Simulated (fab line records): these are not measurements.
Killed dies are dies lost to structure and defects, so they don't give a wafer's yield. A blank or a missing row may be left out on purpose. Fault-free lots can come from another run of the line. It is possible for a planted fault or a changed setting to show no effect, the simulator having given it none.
A lot that was struck, set against a sound lot -- flow nand-harc -- 15 steps out of a route of 1302
Sound: the wafers L156.1, L156.2, L156.6. Struck: wafer L174.4 (left out: L174.1, L174.5 of the same lot, which were not struck); the cause appears at the end.
Order at every step that has rows: each side's tool, ch and its chambers, its first start. Under that, the readings that differ: sound wafers -- struck wafers -- difference of the means -- sigmas: that difference in standard deviations of wafers without a fault.
alike: words and numbers the same on both sides, and readings whose means are apart by under 2 such deviations; not compared: readings that were withheld, readings missing a value for some wafer, numbers with overlapping values and no deviation given by the record, and bounds like >300 which may hide the same value.
The two part at a step that has a row with sigmas, a row that says differs or no value, or rows on one side only. Numbers that don't overlap but have no deviation are shown without sigmas and don't part them. Lack of a reading on every wafer of one side parts them only where that side has two or more wafers.

first, 8 steps without rows for these wafers: NHARC_A_CONTACT_COAT_61 (time 75 s); NHARC_A_CONTACT_COAT_62 (time 65 s); NHARC_A_CONTACT_COAT_63 (resist thk 90 nm); NHARC_A_CONTACT_SOFTBAKE_64 (time 55 s); NHARC_A_CONTACT_EBR_65; NHARC_A_CONTACT_EXPOSE_66 (exposes mask A CC 2); NHARC_A_CONTACT_PEB_67 (peb time 65 s); NHARC_A_CONTACT_DEVELOP_68 (develop time 35 s).
NHARC_A_CONTACT_CD_MEAS_69: the cd target is 300 nm.
  sound on cd-sem-02 ch 0, day 23 05:49; struck on cd-sem-02 ch 0, day 30 06:32
reading,sound,struck,difference,sigmas
cd-nm (nm),300.8 300.8 301.2,299.8,-1.1,-3
NHARC_A_CONTACT_OVL_MEAS_70:
  sound on overlay-01 at day 23 05:54; struck on overlay-01 at day 30 06:37
  alike: overlay-x-nm, overlay-y-nm
NHARC_A_CONTACT_INSPECT_71:
  sound on defect-inspect-01 at day 23 05:56; struck on defect-inspect-01 at day 30 06:40
  alike: raw-defect-count
NHARC_A_CONTACT_DESCUM_74: chemistry O2, time 3 s.
  sound on rie-diel-11 ch 0,1,3, day 23 06:08; struck on rie-diel-11 ch 3, day 30 06:43
  alike: drypump-motor-current-A, mfc-ar-sccm, oes-product-au, rf-vpp-V, showerhead-plenum-p-Torr, throttle-valve-pct
  not compared: rf-hours-counter-h
NHARC_A_CONTACT_ETCH_75: etches the open film in CF4, target depth 39 nm, time 65 s.
  sound on rie-diel-11 ch 0,1, day 23 06:14; struck on rie-diel-11 ch 2, day 30 06:49
reading,sound,struck,difference,sigmas
oes-product-au (a.u.),0.999 1.019 1.011,0.823,-0.187,-23
  alike: drypump-motor-current-A, mfc-ar-sccm, rf-vpp-V, showerhead-plenum-p-Torr, throttle-valve-pct
  not compared: rf-hours-counter-h
NHARC_A_CONTACT_ETCH_76: etches the open film in N2/H2, target depth 260 nm, time 475.3 s.
  sound on rie-diel-11 ch 0,2,3; struck on rie-diel-11 ch 1
  alike: drypump-motor-current-A, mfc-ar-sccm, oes-product-au, rf-vpp-V, showerhead-plenum-p-Torr, throttle-valve-pct
  not compared: rf-hours-counter-h
-- jump in the record: it breaks off in module A_CONTACT and resumes in module END (first step shown: number 1302 of the route), and 3 days separate the struck wafers' starts before and after --
NHARC_END_SORT_01:
  only the struck wafers appear in the record here, on prober-01 ch 0 at day 33 17:59; the sound ones have no rows

== WHERE THEY PART ==
At NHARC_A_CONTACT_CD_MEAS_69 first; at NHARC_END_SORT_01 last (within this record only).

WHY: whatever the simulator had introduced
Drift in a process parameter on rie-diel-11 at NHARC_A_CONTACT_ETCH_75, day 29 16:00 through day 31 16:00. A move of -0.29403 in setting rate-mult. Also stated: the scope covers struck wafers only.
